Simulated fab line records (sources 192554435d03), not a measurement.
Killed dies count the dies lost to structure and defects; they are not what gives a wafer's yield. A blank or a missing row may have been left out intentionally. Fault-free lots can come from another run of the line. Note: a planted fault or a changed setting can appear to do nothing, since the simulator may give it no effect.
fab line records	flow n5_finfet	part 2 of 2: steps 5 to 6 of 6
record lots=21	wafers=63	last_day=19
route steps=1938 shown WELL_APT@46 FIN_SAQP@130
lots with no fault: from the same line, run without faults
start_h: the number of hours between the record's first day and the start of the first shown wafer of the lot	wait_h: hours from the lot's prior step to this one	" as in the row above	L1.1+2: one row covering several wafers at once	- either no value or no given start	* or withheld: withheld	< > ~ a bound
route shown NAME@n: a module of which the file shows steps, and the number in the route of the first	usual: average and standard deviation across the fault-free wafers	same: alike in all rows	chamber/n: place in a boat	sites: per-site readings	_std_site: the values' standard deviation	_edge_site: the outer-site mean with the inner-site mean subtracted	radius_mm: how far each site lies from the wafer's centre	mask NAME#n: copy n	behind: the most recent tool/chamber to have shaped the wafer	hold: reason for holding the lot/hours on hold/outcome of the hold	device: the n, p or np transistor that did not switch	end of line: tests run on the same wafers once the route is complete	a step given without rows: its recipe and nothing more	killed: dies lost to structure and defects at the first sort, not the wafer's yield	map: a wafer's dies, marking killed ones x, the rest . and places with no die _
set.NAME: setting as actually run; set.NAME@STEP: the setting as run at that earlier step	model.NAME: the simulator's own value behind a step, which no gauge read
steps of the route over a sample of lots; a table a step, a row a wafer
services: from which hour (start_h, from the record's first day; less than 0 if before it) a tool's chamber was out of use, for how many hours, and why
## steps
# step N5_FIN_SAQP_RECESS_71
# recipe chemistry=HF/NH3	target=SiO2	target_depth_a=30	afs_cycles=1	temp_c=30	sublimation_temp_c=180	sublimation_time_s=60
# usual drypump_motor_current_A=5.82/0.2
lot.wafer	tool	chamber	start_h	wait_h	drypump_motor_current_A
L074.1	vapor_etch-02	0	26.01	0.0	5.93
L074.3	"	0	"	"	5.95
L074.5	"	1	"	"	5.98
L075.2	vapor_etch-01	0	31.09	0.0	5.78
L075.4	"	0	"	"	5.78
L075.6	"	1	"	"	5.43
L076.1	vapor_etch-01	0	36.80	0.0	5.80
L076.4	"	0	"	"	5.82
L076.6	"	1	"	"	5.44
L077.1	vapor_etch-02	1	42.35	0.0	5.98
L077.4	"	0	"	"	5.95
L077.6	"	0	"	"	5.96
L079.2	vapor_etch-01	0	56.04	0.0	5.76
L079.3	"	0	"	"	5.77
L079.5	"	0	"	"	5.77
L080.1	vapor_etch-01	0	62.14	0.0	5.77
L080.3	"	0	"	"	5.78
L080.5	"	0	"	"	5.78
L081.1	vapor_etch-01	0	67.78	0.0	5.77
L081.2	"	1	"	"	5.45
L081.6	"	1	"	"	5.44
L082.1	vapor_etch-02	1	72.20	0.0	5.98
L082.4	"	0	"	"	5.90
L082.5	"	1	"	"	6.01
L083.2	vapor_etch-01	0	78.38	0.0	5.78
L083.4	"	1	"	"	5.44
L083.6	"	1	"	"	5.44
L084.2	vapor_etch-02	0	85.73	0.4	5.91
L084.5	"	1	"	"	5.97
L084.6	"	0	"	"	5.89
L085.2	vapor_etch-02	0	91.66	0.0	5.92
L085.5	"	0	"	"	5.91
L085.6	"	1	"	"	5.98
L086.1	vapor_etch-01	0	100.23	0.0	5.78
L086.3	"	0	"	"	5.77
L086.5	"	1	"	"	5.45
L087.2	vapor_etch-02	1	105.33	0.0	5.97
L087.3	"	0	"	"	5.93
L087.6	"	0	"	"	5.89
L088.2	vapor_etch-01	1	108.98	0.0	5.43
L088.3	"	1	"	"	5.45
L088.4	"	0	"	"	5.77
L089.1	vapor_etch-02	0	114.94	0.0	5.90
L089.4	"	1	"	"	6.01
L089.6	"	0	"	"	5.92
L091.2	vapor_etch-02	0	127.48	0.0	5.93
L091.5	"	0	"	"	5.95
L091.6	"	1	"	"	6.00
L092.3	vapor_etch-02	0	132.65	0.1	5.93
L092.5	"	0	"	"	5.94
L092.6	"	1	"	"	6.00
L093.2	vapor_etch-02	0	139.16	0.0	5.89
L093.3	"	0	"	"	5.90
L093.4	"	1	"	"	5.99
L094.3	vapor_etch-01	1	145.23	0.1	5.44
L094.5	"	0	"	"	5.79
L094.6	"	1	"	"	5.42
L095.2	vapor_etch-02	0	152.93	0.0	5.90
L095.5	"	1	"	"	6.00
L095.6	"	0	"	"	5.92
L097.3	vapor_etch-02	1	164.53	0.1	6.02
L097.4	"	0	"	"	5.92
L097.5	"	0	"	"	5.93
# step N5_FIN_SAQP_ETCH_34
# recipe chemistry=C4F6/O2	target=SiO2	target_depth_a=450	time_s=15	ion_energy_ev=250	pressure_mtorr=30	source_w=345	bias_w=185	Ar_flow_sccm=300	C4F6_flow_sccm=10	O2_flow_sccm=10	ends=cleared
# usual bias_w=185.0/0.6	drypump_motor_current_A=5.5/0.35	etch_rf_on_time_s=14.94/0.19	oes_f_703_au=0.78/0.057	oes_product_au=0.67/0.05	rf_vpp_V=668/14	showerhead_plenum_p_Torr=2.85/0.082	throttle_valve_pct=21.23/0.2
lot.wafer	tool	chamber	start_h	wait_h	bias_w	drypump_motor_current_A	etch_rf_on_time_s	oes_f_703_au	oes_product_au	rf_hours_counter_h	rf_vpp_V	showerhead_plenum_p_Torr	throttle_valve_pct
L074.1	rie_diel-01	3	26.82	0.0	186.1	5.7	14.42	0.79	0.67	133	670	2.85	21.23
L074.3	"	0	"	"	184.8	5.8	14.80	0.90	0.79	19	671	2.91	21.16
L074.5	"	1	"	"	185.1	5.7	15.04	0.68	0.59	-	685	2.92	21.34
L075.2	rie_diel-02	1	32.01	0.0	185.4	5.2	14.97	0.80	0.69	92	657	2.87	20.95
L075.4	"	0	"	"	184.5	6.2	14.87	0.82	0.70	103	654	2.77	20.93
L075.6	"	1	"	"	184.9	5.2	14.93	0.80	0.69	-	657	2.87	20.98
L076.1	rie_diel-01	1	37.71	0.0	185.9	5.8	15.18	0.68	0.58	239	685	2.92	21.38
L076.4	"	2	"	"	185.8	5.7	15.12	0.88	0.73	51	656	2.88	21.12
L076.6	"	0	"	"	185.3	5.7	14.87	0.89	0.78	-	674	2.91	21.16
L077.1	rie_diel-02	3	43.38	0.0	185.5	5.1	14.94	0.76	0.66	143	689	2.97	21.47
L077.4	"	0	"	"	185.2	6.1	14.96	0.81	0.70	108	656	2.77	20.98
L077.6	"	2	"	"	184.8	5.3	14.87	0.75	0.64	-	683	2.73	21.51
L079.2	rie_diel-06	1	57.09	0.0	184.3	5.2	15.00	0.70	0.61	221	678	2.84	21.31
L079.3	"	3	"	"	185.2	5.9	15.18	0.80	0.67	123	645	2.77	21.18
L079.5	"	0	"	"	183.4	5.2	15.44	0.77	0.63	-	653	2.96	21.36
L080.1	rie_diel-02	0	62.93	0.0	185.1	6.2	14.88	0.81	0.69	115	652	2.76	20.97
L080.3	"	3	"	"	184.8	5.1	14.67	0.76	0.66	148	687	2.97	21.50
L080.5	"	2	"	"	184.4	5.3	14.86	0.74	0.63	-	682	2.73	21.51
L081.1	rie_diel-02	1	68.71	0.0	184.9	5.3	15.02	0.79	0.68	105	655	2.86	20.97
L081.2	"	0	"	"	184.3	6.1	15.01	0.80	0.68	116	654	2.76	20.96
L081.6	"	1	"	"	184.4	5.3	15.09	0.79	0.68	-	655	2.86	20.99
L082.1	rie_diel-06	3	73.41	0.0	185.2	5.9	15.36	0.80	0.66	128	645	2.76	21.18
L082.4	"	1	"	"	185.8	5.2	15.01	0.70	0.60	226	679	2.84	21.32
L082.5	"	0	"	"	184.5	5.2	15.37	0.76	0.63	-	653	2.95	21.36
L083.2	rie_diel-02	3	79.16	0.0	184.5	5.1	14.88	0.75	0.66	154	688	2.96	21.49
L083.4	"	0	"	"	184.9	6.2	14.94	0.80	0.68	120	653	2.76	20.98
L083.6	"	3	"	"	184.8	5.1	14.90	0.76	0.65	-	688	2.96	21.51
L084.2	rie_diel-01	3	87.37	0.1	184.0	5.7	14.48	0.77	0.65	156	673	2.84	21.28
L084.5	"	3	"	"	184.7	5.7	14.43	0.77	0.66	-	671	2.84	21.25
L084.6	"	0	"	"	184.4	5.7	14.99	0.86	0.75	-	672	2.90	21.17
L085.2	rie_diel-01	0	92.67	0.0	185.2	5.7	15.16	0.86	0.74	43	671	2.90	21.18
L085.5	"	2	"	"	184.4	5.6	15.11	0.84	0.71	-	655	2.88	21.14
L085.6	"	3	"	"	185.5	5.7	14.77	0.77	0.65	-	673	2.84	21.25
L086.1	rie_diel-01	2	101.09	0.0	184.5	5.7	15.16	0.85	0.69	72	655	2.88	21.14
L086.3	"	3	"	"	185.8	5.7	14.93	0.77	0.65	160	673	2.84	21.27
L086.5	"	3	"	"	185.5	5.7	14.91	0.77	0.64	-	673	2.84	21.25
L087.2	rie_diel-01	1	106.18	0.0	184.1	5.7	14.63	0.96	0.86	2	680	2.91	20.96
L087.3	"	3	"	"	185.4	5.7	14.72	0.76	0.65	162	673	2.84	21.27
L087.6	"	1	"	"	184.6	5.8	14.67	0.98	0.86	-	679	2.91	20.96
L088.2	rie_diel-02	2	109.79	0.0	185.7	5.3	14.92	0.73	0.62	181	683	2.72	21.55
L088.3	"	1	"	"	184.6	5.3	15.00	0.77	0.67	121	655	2.86	21.01
L088.4	"	3	"	"	185.4	5.1	14.71	0.75	0.66	158	688	2.96	21.51
L089.1	rie_diel-02	2	115.93	0.0	185.0	5.3	14.95	0.72	0.62	183	682	2.72	21.54
L089.4	"	0	"	"	185.3	6.1	14.92	0.78	0.68	132	653	2.76	20.98
L089.6	"	0	"	"	186.2	6.2	14.94	0.79	0.68	-	654	2.76	20.98
L091.2	rie_diel-02	0	128.51	0.0	184.9	6.1	14.79	0.78	0.68	136	655	2.75	20.98
L091.5	"	2	"	"	185.8	5.3	14.77	0.72	0.62	-	683	2.72	21.56
L091.6	"	3	"	"	184.5	5.1	14.77	0.75	0.65	-	688	2.96	21.51
L092.3	rie_diel-01	2	133.41	0.0	185.4	5.6	14.98	0.83	0.69	83	654	2.87	21.16
L092.5	"	0	"	"	185.0	5.7	15.02	0.84	0.72	-	673	2.90	21.20
L092.6	"	3	"	"	185.9	5.7	14.59	0.75	0.65	-	672	2.84	21.28
L093.2	rie_diel-02	2	139.96	0.0	186.4	5.3	14.93	0.72	0.62	190	681	2.72	21.56
L093.3	"	0	"	"	183.8	6.2	15.13	0.78	0.67	140	652	2.75	21.00
L093.4	"	3	"	"	184.8	5.1	15.02	0.74	0.64	167	687	2.96	21.51
L094.3	rie_diel-02	2	146.03	0.0	184.7	5.3	15.08	0.72	0.62	193	682	2.72	21.54
L094.5	"	1	"	"	184.9	5.2	14.96	0.76	0.65	-	656	2.85	21.03
L094.6	"	0	"	"	184.5	6.1	14.98	0.78	0.66	-	653	2.75	21.00
L095.2	rie_diel-06	2	153.84	0.0	186.4	5.1	14.97	0.70	0.61	189	669	2.97	21.30
L095.5	"	0	"	"	184.9	5.2	15.21	0.74	0.62	-	652	2.94	21.43
L095.6	"	2	"	"	186.0	5.1	14.84	0.70	0.60	-	670	2.97	21.30
L097.3	rie_diel-01	1	166.21	0.0	184.1	5.7	14.82	0.90	0.79	24	679	2.90	20.98
L097.4	"	3	"	"	185.1	5.7	14.64	0.75	0.64	183	672	2.83	21.29
L097.5	"	3	"	"	184.9	5.7	14.71	0.75	0.63	-	671	2.83	21.31
## services
tool	chamber	start_h	hours	kind
rie_si-05	1	-1.27	2.1	repair
rie_diel-01	3	11.41	5.0	repair
rie_diel-01	2	17.74	2.4	repair
rie_diel-01	3	22.36	1.3	repair
rie_diel-01	-	27.29	0.3	repair
rie_diel-01	1	72.25	-	clean
rie_diel-01	1	72.25	-	consumable_replace:esc
rie_diel-01	1	72.25	-	consumable_replace:focus_ring
rie_diel-01	1	72.25	27.6	scheduled_down
rie_diel-01	1	72.25	27.6	vent_cycle
rie_si-05	3	82.56	-	clean
rie_si-05	3	82.56	20.1	scheduled_down
rie_si-05	3	82.56	20.1	vent_cycle
rie_diel-01	2	84.59	4.7	repair
vapor_etch-01	-	91.89	0.4	repair
rie_si-01	3	91.94	6.1	repair
rie_diel-02	0	92.12	4.1	repair
rie_diel-06	3	93.50	2.2	repair
rie_diel-06	1	144.17	-	clean
rie_diel-06	1	144.17	-	consumable_replace:focus_ring
rie_diel-06	1	144.17	14.5	scheduled_down
rie_diel-06	1	144.17	14.5	vent_cycle
rie_si-05	2	161.47	5.7	repair
